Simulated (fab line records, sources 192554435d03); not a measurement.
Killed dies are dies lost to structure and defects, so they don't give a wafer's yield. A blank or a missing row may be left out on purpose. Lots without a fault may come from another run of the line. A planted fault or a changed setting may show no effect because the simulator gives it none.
Chamber matching | flow n5_finfet | N5_BEOL_M13_TRENCH_ETCH_34 on rie_diel-05: 4 sister chambers
The step etches SiOC in C4F8/O2/Ar, target depth 413.47 nm, time 162.6 s. 14 wafers are shown with their chamber, then 7 later ones without.

WAFERS WITH THEIR CHAMBER
wafer  | chamber | drypump_motor_current_A (A) | showerhead_plenum_p_Torr (Torr) | oes_product_au (a.u.)
L074.4 | 2       | 4.8                         | 3.49                            | 0.83
L074.5 | 1       | 6.5                         | 3.35                            | 0.87
L074.6 | 0       | 5.6                         | 3.36                            | 0.68
L076.1 | 1       | 6.5                         | 3.35                            | 0.85
L076.2 | 3       | 6.1                         | 3.40                            | 0.74
L076.5 | 2       | 4.9                         | 3.48                            | 0.82
L080.1 | 3       | 6.1                         | 3.39                            | 0.74
L080.3 | 0       | 5.6                         | 3.36                            | 0.68
L080.6 | 0       | 5.6                         | 3.36                            | 0.68
L085.1 | 1       | 6.5                         | 3.34                            | 0.85
L085.2 | 0       | 5.6                         | 3.35                            | 0.69
L085.6 | 2       | 4.9                         | 3.48                            | 0.82
L092.2 | 0       | 5.6                         | 3.35                            | 0.96
L092.5 | 0       | 5.6                         | 3.35                            | 0.96

SIGNATURES (means of the wafers above)
reading                  | chamber 0 | chamber 1 | chamber 2 | chamber 3 | scatter within a chamber
drypump_motor_current_A  | 5.600     | 6.500     | 4.867     | 6.100     | 0.0258
showerhead_plenum_p_Torr | 3.3550    | 3.3467    | 3.4833    | 3.3950    | 0.00577
oes_product_au           | 0.7750    | 0.8567    | 0.8233    | 0.7400    | 0.102
Rule: a wafer's distance from a chamber is the root of the sum, over the readings, of the square of ((its reading less the chamber's mean) divided by the reading's scatter). The wafer belongs to the nearest chamber; if the next one is less than 2 further off, it can't be placed. The scatter: the root of (the sum of the squares of (reading less its chamber's mean) over the shown wafers, divided by (wafers less chambers)).

WAFERS WITHOUT THEIR CHAMBER
wafer  | drypump_motor_current_A (A) | showerhead_plenum_p_Torr (Torr) | oes_product_au (a.u.)
L092.6 | 6.5                         | 3.34                            | 0.82
L095.2 | 6.1                         | 3.38                            | 0.72
L095.3 | 5.6                         | 3.35                            | 0.92
L095.5 | 6.5                         | 3.33                            | 0.82
L094.1 | 4.9                         | 3.47                            | 0.81
L094.5 | 4.9                         | 3.47                            | 0.80
L094.6 | 6.5                         | 3.33                            | 0.82

WHICH CHAMBER EACH WENT THROUGH
wafer  | from the rows above | in truth
L092.6 | 1                   | 1
L095.2 | 3                   | 3
L095.3 | 0                   | 0
L095.5 | 1                   | 1
L094.1 | 2                   | 2
L094.5 | 2                   | 2
L094.6 | 1                   | 1
Placed correctly: 7 of 7. Can't be placed from these rows: 0. Placed wrongly: 0.
